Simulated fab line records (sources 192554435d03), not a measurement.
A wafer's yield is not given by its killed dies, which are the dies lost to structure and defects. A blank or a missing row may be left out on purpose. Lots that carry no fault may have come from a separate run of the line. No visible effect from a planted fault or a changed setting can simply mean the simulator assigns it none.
Lot-split experiment	flow n5_finfet	route with 1938 steps; 7 lots, 21 wafers read

== ON THE SPLIT ==
At N5_BEOL_M0_SAQP_SPACER1_ALD_98 (deposits SiO2, target thk 12.8 nm, pulse time 1 s, purge time 2 s), the setting ald_cycles was moved away from the recipe's 138 on 6 of the 21 wafers read, by -15.2% to +9.4%. This setting was run at the recipe's value on the other wafers.

== FROM THE SPLIT TO THE READING: what the file shows between them, 2 steps ==
- N5_BEOL_M0_SAQP_SPACER1_ETCHBACK_99: etches SiO2 in CHF3/O2, target depth 15.4 nm, time 7.7 s
- N5_BEOL_M0_SAQP_MANDREL1_REMOVE_100: chemistry HBr/Cl2/O2, target a-Si, stops on SiNx, bt time 10 s

== THE READING ==
cd_nm at N5_BEOL_M0_SAQP_CD_MEAS_25, given in nm (cd target 13.1 nm). On this fab line, fault-free wafers typically give 12.88 nm with a standard deviation of 0.24 nm.

wafer	tool, chamber at the split	ald_cycles as run	against the recipe	cd_nm, nm	against lot-mates on the recipe
L075.1	ald_sin-02, 0,2,3	138	recipe	12.85	-
L075.2	ald_sin-02, 0,2,3	138	recipe	13.09	-
L075.4	ald_sin-02, 0,2,3	138	recipe	12.77	-
L082.2	ald_sin-02, 0,2,2	117	-15.2%	10.69	no lot-mate on the recipe
L082.3	ald_sin-02, 0,2,2	117	-15.2%	10.71	no lot-mate on the recipe
L082.5	ald_sin-02, 0,2,2	117	-15.2%	10.88	no lot-mate on the recipe
L085.4	ald_sin-02, 1	138	recipe	13.12	-
L085.5	ald_sin-02, 1	138	recipe	13.07	-
L085.6	ald_sin-02, 2	131	-5.1%	12.54	-0.55
L086.2	ald_sin-02, 1,3	138	recipe	12.71	-
L086.3	ald_sin-02, 0	146	+5.8%	13.46	+0.57
L086.4	ald_sin-02, 1,3	138	recipe	13.06	-
L087.1	ald_sin-04, 3,0	138	recipe	12.43	-
L087.2	ald_sin-04, 1	151	+9.4%	14.01	+1.46
L087.6	ald_sin-04, 3,0	138	recipe	12.67	-
L089.1	ald_sin-04, 3,2	138	recipe	13.00	-
L089.2	ald_sin-04, 1	138	recipe	12.75	-
L089.4	ald_sin-04, 3,2	138	recipe	13.07	-
L091.1	ald_sin-04, 1,2	138	recipe	12.63	-
L091.4	ald_sin-04, 1,2	138	recipe	13.25	-
L091.6	ald_sin-04, 1	138	recipe	12.94	-
The file does not say which wafer passed through which chamber wherever a row lists several chambers: such a row stands for several wafers.

THE FIT
A straight line over all 21 wafers: cd_nm changes by +0.133 nm for each +1% of ald_cycles; r = +0.97; the points scatter about the line by 0.22 nm.
The same after taking each lot's own level away (the mean of its wafers on the recipe; 18 wafers): +0.134 nm for each +1%; r = +0.92; scatter 0.18 nm.
On that fit, the largest move of ald_cycles shifts the reading by 2 nm.
The span of the lots' own levels, 12.550 to 13.095 nm, comes to 2.3 times the standard deviation stated above.
The two slopes agree, so the slope changes little with the lot-to-lot level.
Check: +0.973 nm against its lot-mates is what the line predicts for one of the wafers moved furthest among these (+9.4%) when that wafer is left out of the fit. Against them it came out at +1.46 nm.

== THESE WAFERS: OTHER SPLITS ==
Before the reading, these wafers also passed through other splits. Each is held against what the fit with the lots' levels taken away leaves over:
other split on the same wafers	wafers away from the commonest value	r with cd_nm (lot level and that fit taken away)
N5_GATE_CUT_HM_DEP_46 time_s	6	+0.28
N5_GATE_CUT_COAT_27 spin_rpm	7	-0.29
N5_MOL_CONTACT_COAG_VIA_ETCH_46 bias_w	4	-0.34

== THE WHOLE CHAIN: every reading that the file lists as answering this split, in the file's order ==
step	what it does	reading	change (the file's fit)	r (the file's)
N5_BEOL_M0_SAQP_SPACER1_ALD_98	deposits SiO2, target thk 12.8 nm, pulse time 1 s, purge time 2 s	SiO2_of_BEOL_M0_SAQP_SPACER1_ALD_98.thk_nm (the simulator's own value, which no gauge read)	+0.128 nm for each +1% of the setting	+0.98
N5_BEOL_M0_SAQP_MANDREL1_REMOVE_100	chemistry HBr/Cl2/O2, target a-Si, stops on SiNx, bt time 10 s	SiO2_of_BEOL_M0_SAQP_SPACER1_ALD_98.thk_nm (the simulator's own value, which no gauge read)	+0.124 nm for each +1% of the setting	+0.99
N5_BEOL_M0_SAQP_MANDREL1_REMOVE_100	chemistry HBr/Cl2/O2, target a-Si, stops on SiNx, bt time 10 s	BEOL_M0_SAQP.cd_nm (the simulator's own value, which no gauge read)	+0.115 nm for each +1% of the setting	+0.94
N5_BEOL_M0_SAQP_CD_MEAS_25	target cd 13.1 nm	cd_nm	+0.134 nm for each +1% of the setting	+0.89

== THE FILE'S OWN FIT ==
cd_nm changes by +0.134 nm for each +1% of ald_cycles, r = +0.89.
